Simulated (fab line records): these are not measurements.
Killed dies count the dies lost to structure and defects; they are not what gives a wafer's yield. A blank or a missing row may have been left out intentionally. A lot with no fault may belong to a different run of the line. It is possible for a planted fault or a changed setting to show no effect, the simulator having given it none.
Matching of chambers	flow n5_finfet	N5_SD_EPI_N_LINER_46 on ald_sin-04: 4 sister chambers
The step material SiNx, target thk 3 nm. 8 wafers are shown with their chamber, then 9 later ones without.

## WAFERS WITH THEIR CHAMBER
wafer	chamber	heater_power_w (W)
L084.5	2	778
L086.1	1	799
L087.1	3	812
L087.2	0	680
L087.3	1	824
L088.1	2	768
L088.4	0	681
L088.5	3	816

## WAFERS MISSING THEIR CHAMBER
wafer	heater_power_w (W)
L091.1	799
L091.2	707
L091.6	698
L094.1	830
L094.4	820
L094.6	794
L095.1	794
L095.4	815
L095.5	821

## WHICH CHAMBER EACH ONE RAN IN
wafer	from the rows above	in truth
L091.1	can't be placed: 1 or 3 or 2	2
L091.2	0	0
L091.6	0	0
L094.1	can't be placed: 3 or 1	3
L094.4	can't be placed: 3 or 1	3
L094.6	can't be placed: 1 or 3 or 2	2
L095.1	can't be placed: 1 or 3 or 2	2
L095.4	can't be placed: 3 or 1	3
L095.5	can't be placed: 3 or 1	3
Correct placement for 2 of the 9. These rows do not allow placing 7 (true chamber among the candidates in 7). Wrongly placed: 0.
How it was worked out, from the rows above alone: a wafer's distance from a chamber is the root of the sum, over the readings, of the square of ((its reading less the chamber's mean) divided by the reading's scatter). The wafer belongs to the nearest chamber; if the next one is less than 2 further off, it can't be placed. The mean given for a chamber averages the wafers shown for that chamber. The scatter is the square root of a quotient: the sum, over the shown wafers, of each reading's squared deviation from its chamber's mean, divided by wafers minus chambers.
